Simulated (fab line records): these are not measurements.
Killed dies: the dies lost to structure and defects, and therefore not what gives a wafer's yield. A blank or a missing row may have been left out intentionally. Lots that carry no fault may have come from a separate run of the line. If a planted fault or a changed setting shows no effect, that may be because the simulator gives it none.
fab line records | flow n5_finfet | part 2 of 2: steps 20 to 30 of 30
record: lots: 5 wafers: 15 last_day: 16
route steps=1938 shown BEOL_M7@1266
lots that met no fault: taken from a fault-free run of the same line
start_h: start of the lot's first displayed wafer, in hours after the record's first day | wait_h: how many hours have passed since the lot's step before this one | " unchanged from the row above | L1.1+2: several wafers, shown together as one row | - no value present, or no start provided | * or withheld: withheld | < > ~ a bound
route shown NAME@n: a module of which the file shows steps, and the number in the route of the first | usual: mean and standard deviation over wafers with no fault | same: alike in all rows | chamber/n: place in a boat | sites: per-site readings | _std_site: standard deviation across them | _edge_site: inner sites' mean taken away from outer sites' mean | radius_mm: for every site, how far away it sits from the centre of the wafer | mask NAME#n: copy n | behind: tool/chamber where the wafer was last shaped | hold: reason for holding the lot/hours on hold/outcome of the hold | device: the n, p or np transistor that did not switch | end of line: at the end of the route, the tests of the same wafers | a step given without rows: its recipe and nothing more | killed: not the wafer's yield, but the dies lost to structure and defects at the first sort | map: the dies of a wafer, with x for killed, . for not killed, _ for no die there
set.NAME: the setting the step ran with; set.NAME@STEP: the setting that earlier step ran with | model.NAME: the simulator's own value behind a step, which no gauge read
lots at some steps of the route; a table a step, a row a wafer
services: the hour from which a tool's chamber was out of use, counted from the record's first day as start_h (under 0 if before that day), plus the number of hours and why
== steps ==
step: N5_BEOL_M7_STRIP_19
recipe: chemistry: O2 power_w: 400 temp_c: 40 pressure_mtorr: 30 rf_frequency_hz: 6e+07 bias_power_w: 0 overash_fraction: 0.2 o2_flow_sccm: 225
usual: drypump_motor_current_A: 5.8/0.5 oes_product_au: 0.78/0.078 rf_vpp_V: 3.6/0.66 showerhead_plenum_p_Torr: 2.04/0.054 throttle_valve_pct: 16.72/0.22
columns lot.wafer tool chamber start_h wait_h drypump_motor_current_A oes_product_au rf_hours_counter_h rf_vpp_V showerhead_plenum_p_Torr throttle_valve_pct
L082.1 rie_diel-06 3 236.97 0.1 5.0 0.73 188 3.0 1.98 16.75
L082.2 " 0 " " 6.2 0.84 65 4.4 2.03 16.38
L082.3 " 1 " " 5.3 0.70 220 3.8 1.97 16.49
L086.4 rie_diel-03 1 276.21 0.1 5.7 0.95 - 3.0 2.04 16.73
L086.5 " 0 " " 6.0 0.87 - 3.6 2.16 16.83
L086.6 " 3 " " 5.0 0.70 - 4.6 1.97 16.79
L088.2 rie_diel-01 1 286.53 0.2 5.9 0.83 100 3.4 2.00 16.39
L088.3 " 3 " " 6.7 0.71 192 2.7 2.09 16.79
L088.6 " 1 " " 5.8 0.84 - 3.0 2.01 16.41
L091.1 rie_diel-06 1 295.17 0.1 5.3 0.69 236 3.2 1.96 16.51
L091.4 " 2 " " 5.8 0.72 205 3.5 2.09 17.08
L091.5 " 1 " " 5.3 0.70 - 4.3 1.96 16.51
L092.1 rie_diel-06 2 308.18 0.1 5.8 0.72 209 3.4 2.09 17.07
L092.5 " 1 " " 5.3 0.69 - 3.6 1.96 16.52
L092.6 " 2 " " 5.8 0.72 - 4.0 2.09 17.08
step: N5_BEOL_M7_CD_MEAS_18
recipe: pitch_nm: 80 target_cd_nm: 40
usual: cd_nm: 40.5/0.61
columns lot.wafer tool chamber start_h wait_h cd_nm
L082.1 cd_sem-03 - 237.04 0.0 40.4
L082.2 " - " " 39.3
L082.3 " - " " 40.8
L086.4 cd_sem-02 - 276.27 0.0 40.0
L086.5 " - " " 39.7
L086.6 " - " " 39.7
L088.2 cd_sem-02 - 286.60 0.1 39.7
L088.3 " - " " 40.2
L088.6 " - " " 39.8
L091.1 cd_sem-01 - 295.24 0.0 41.1
L091.4 " - " " 40.4
L091.5 " - " " 41.0
L092.1 cd_sem-03 - 308.25 0.0 39.6
L092.5 " - " " 39.6
L092.6 " - " " 41.1
step: N5_BEOL_M7_COAT_63
recipe: resist: SOC temp_c: 250 time_s: 60 spin_rpm: 1500 resist_thk_nm: 60
usual: resist_line_temp_C: 23.01/0.11
columns lot.wafer tool chamber start_h wait_h resist_line_temp_C
L082.1 litho_track-04 0 238.06 1.0 22.87
L082.2 " 0 " " 22.97
L082.3 " 0 " " 23.07
L086.4 litho_track-04 0 276.62 0.3 23.22
L086.5 " 0 " " 23.14
L086.6 " 0 " " 22.97
L088.2 litho_track-05 0 286.64 0.0 22.86
L088.3 " 0 " " 22.81
L088.6 " 0 " " 22.91
L091.1 litho_track-01 0 295.51 0.3 23.10
L091.4 " 0 " " 23.13
L091.5 " 0 " " 23.11
L092.1 litho_track-01 0 309.72 1.5 22.93
L092.5 " 0 " " 22.80
L092.6 " 0 " " 22.98
step: N5_BEOL_M7_COAT_64
recipe: resist: SiARC temp_c: 220 time_s: 60 spin_rpm: 1500 resist_thk_nm: 12
usual: resist_line_temp_C: 23.00/0.1
columns lot.wafer tool chamber start_h wait_h resist_line_temp_C
L082.1 litho_track-04 0 - - 22.79
L082.2 " 0 " " 22.84
L082.3 " 0 " " 22.82
L086.4 litho_track-04 0 - - 23.13
L086.5 " 0 " " 22.94
L086.6 " 0 " " 22.93
L088.2 litho_track-05 0 - - 23.05
L088.3 " 0 " " 23.20
L088.6 " 0 " " 23.06
L091.1 litho_track-01 0 - - 23.14
L091.4 " 0 " " 23.31
L091.5 " 0 " " 23.14
L092.1 litho_track-01 0 - - 22.90
L092.5 " 0 " " 23.08
L092.6 " 0 " " 23.00
step: N5_BEOL_M7_COAT_71
recipe: resist: underlayer temp_c: 205 time_s: 60 spin_rpm: 1500 resist_thk_nm: 5
usual: resist_line_temp_C: 23.00/0.1
columns lot.wafer tool chamber start_h wait_h resist_line_temp_C
L082.1 litho_track-04 0 - - 23.14
L082.2 " 0 " " 22.98
L082.3 " 0 " " 23.00
L086.4 litho_track-04 0 - - 23.18
L086.5 " 0 " " 23.17
L086.6 " 0 " " 23.01
L088.2 litho_track-05 0 - - 22.91
L088.3 " 0 " " 22.99
L088.6 " 0 " " 23.04
L091.1 litho_track-01 0 - - 22.94
L091.4 " 0 " " 22.92
L091.5 " 0 " " 23.07
L092.1 litho_track-01 0 - - 23.05
L092.5 " 0 " " 22.98
L092.6 " 0 " " 23.00
step: N5_BEOL_M7_COAT_22
recipe: resist: CAR-EUV spin_rpm: 1500 resist_thk_nm: 30
usual: resist_line_temp_C: 23.01/0.1
columns lot.wafer tool chamber start_h wait_h resist_line_temp_C
L082.1 litho_track-04 0 - - 23.03
L082.2 " 0 " " 23.20
L082.3 " 0 " " 23.23
L086.4 litho_track-04 0 - - 23.06
L086.5 " 0 " " 22.98
L086.6 " 0 " " 22.97
L088.2 litho_track-05 0 - - 22.90
L088.3 " 0 " " 22.98
L088.6 " 0 " " 22.83
L091.1 litho_track-01 0 - - 23.09
L091.4 " 0 " " 23.16
L091.5 " 0 " " 23.16
L092.1 litho_track-01 0 - - 23.02
L092.5 " 0 " " 23.03
L092.6 " 0 " " 23.10
step: N5_BEOL_M7_EBR_24
recipe: solvent: PGMEA ebr_width_mm: 1.5
usual: resist_line_temp_C: 22.98/0.1
columns lot.wafer tool chamber start_h wait_h resist_line_temp_C
L082.1 litho_track-04 0 - - 22.88
L082.2 " 0 " " 22.89
L082.3 " 0 " " 23.01
L086.4 litho_track-04 0 - - 23.10
L086.5 " 0 " " 23.03
L086.6 " 0 " " 22.96
L088.2 litho_track-05 0 - - 23.02
L088.3 " 0 " " 22.99
L088.6 " 0 " " 23.09
L091.1 litho_track-01 0 - - 22.95
L091.4 " 0 " " 22.95
L091.5 " 0 " " 23.08
L092.1 litho_track-01 0 - - 22.93
L092.5 " 0 " " 22.93
L092.6 " 0 " " 23.11
step: N5_BEOL_M7_SOFTBAKE_23
recipe: temp_c: 110 time_s: 60 resist: CAR-EUV
usual: resist_line_temp_C: 22.99/0.11
columns lot.wafer tool chamber start_h wait_h resist_line_temp_C
L082.1 litho_track-04 0 - - 22.90
L082.2 " 0 " " 22.87
L082.3 " 0 " " 22.89
L086.4 litho_track-04 0 - - 23.12
L086.5 " 0 " " 22.97
L086.6 " 0 " " 23.13
L088.2 litho_track-05 0 - - 22.87
L088.3 " 0 " " 22.99
L088.6 " 0 " " 23.06
L091.1 litho_track-01 0 - - 22.95
L091.4 " 0 " " 23.12
L091.5 " 0 " " 23.04
L092.1 litho_track-01 0 - - 22.92
L092.5 " 0 " " 23.04
L092.6 " 0 " " 22.99
step: N5_BEOL_M7_EXPOSE_25
recipe: mask_id: V6 na: 0.33 source_shape: annular sigma_inner: 0.4 sigma_outer: 0.8 polarization: unpolarized target_cd_nm: 40 dose_mj: 42.5
usual: reticle_temp_C: 23.00/0.1
same: na: 0.33
columns lot.wafer tool chamber start_h wait_h mask reticle_temp_C
L082.1 euv_scanner-01 0 238.20 - V6#0 23.00
L082.2 " 0 " " V6#0 22.99
L082.3 " 0 " " V6#0 22.91
L086.4 euv_scanner-01 0 276.92 - V6#0 22.81
L086.5 " 0 " " V6#0 22.90
L086.6 " 0 " " V6#0 23.07
L088.2 euv_scanner-01 0 286.78 - V6#0 23.03
L088.3 " 0 " " V6#0 22.89
L088.6 " 0 " " V6#0 22.88
L091.1 euv_scanner-02 0 295.79 - V6#0 23.09
L091.4 " 0 " " V6#0 23.06
L091.5 " 0 " " V6#0 22.93
L092.1 euv_scanner-01 0 309.86 - V6#0 23.05
L092.5 " 0 " " V6#0 22.81
L092.6 " 0 " " V6#0 22.89
step: N5_BEOL_M7_PEB_26
recipe: peb_temp_c: 100 peb_time_s: 60 resist: CAR-EUV
usual: resist_line_temp_C: 22.99/0.12
columns lot.wafer tool chamber start_h wait_h resist_line_temp_C
L082.1 litho_track-05 0 238.26 0.1 23.13
L082.2 " 0 " " 23.00
L082.3 " 0 " " 23.03
L086.4 litho_track-01 0 276.97 0.0 22.93
L086.5 " 0 " " 22.73
L086.6 " 0 " " 22.88
L088.2 litho_track-04 0 286.84 0.1 22.84
L088.3 " 0 " " 22.79
L088.6 " 0 " " 23.05
L091.1 litho_track-04 0 295.86 0.1 23.03
L091.4 " 0 " " 23.07
L091.5 " 0 " " 22.84
L092.1 litho_track-01 0 309.92 0.1 22.99
L092.5 " 0 " " 22.95
L092.6 " 0 " " 23.18
step: N5_BEOL_M7_DEVELOP_27
recipe: develop_time_s: 30 developer: TMAH resist: CAR-EUV rinse_liquid: surfactant_rinse dry: air_spin dev_temp_c: 23
usual: resist_line_temp_C: 22.97/0.1
same: develop_time_s: 30
columns lot.wafer tool chamber start_h wait_h resist_line_temp_C
L082.1 litho_track-05 0 - - 23.05
L082.2 " 0 " " 22.92
L082.3 " 0 " " 22.98
L086.4 litho_track-01 0 - - 22.97
L086.5 " 0 " " 22.99
L086.6 " 0 " " 22.98
L088.2 litho_track-04 0 - - 22.94
L088.3 " 0 " " 23.07
L088.6 " 0 " " 22.89
L091.1 litho_track-04 0 - - 22.98
L091.4 " 0 " " 23.01
L091.5 " 0 " " 23.03
L092.1 litho_track-01 0 - - 23.11
L092.5 " 0 " " 23.09
L092.6 " 0 " " 22.98
== services ==
columns tool chamber start_h hours kind
arfi_scanner-03 - 212.92 2.6 repair
euv_scanner-01 - 214.38 1.0 pm
pecvd-02 - 217.46 14.6 pm
rie_diel-06 1 217.57 10.0 repair
rie_diel-03 3 222.21 10.9 repair
arfi_scanner-01 - 224.15 1.0 pm
euv_scanner-02 - 233.68 1.0 pm
arfi_scanner-02 - 234.33 1.3 pm
rie_metal-02 - 234.60 4.1 repair
rie_metal-02 1 238.84 7.9 repair
arfi_scanner-02 - 239.47 4.9 pm
arfi_scanner-03 - 241.68 6.9 repair
rie_diel-03 - 252.59 14.6 pm
pecvd-03 - 261.81 1.5 repair
arfi_scanner-02 - 263.52 1.0 pm
arfi_scanner-01 - 267.83 0.8 pm
pecvd-01 2 269.11 12.2 repair
rie_diel-03 2 270.09 9.5 repair
euv_scanner-01 - 270.53 1.0 pm
euv_scanner-02 - 273.34 5.4 repair
arfi_scanner-03 - 274.01 0.8 pm
rie_diel-06 - 278.78 15.6 pm
arfi_scanner-03 - 288.42 1.0 pm
arfi_scanner-03 - 293.62 5.4 repair
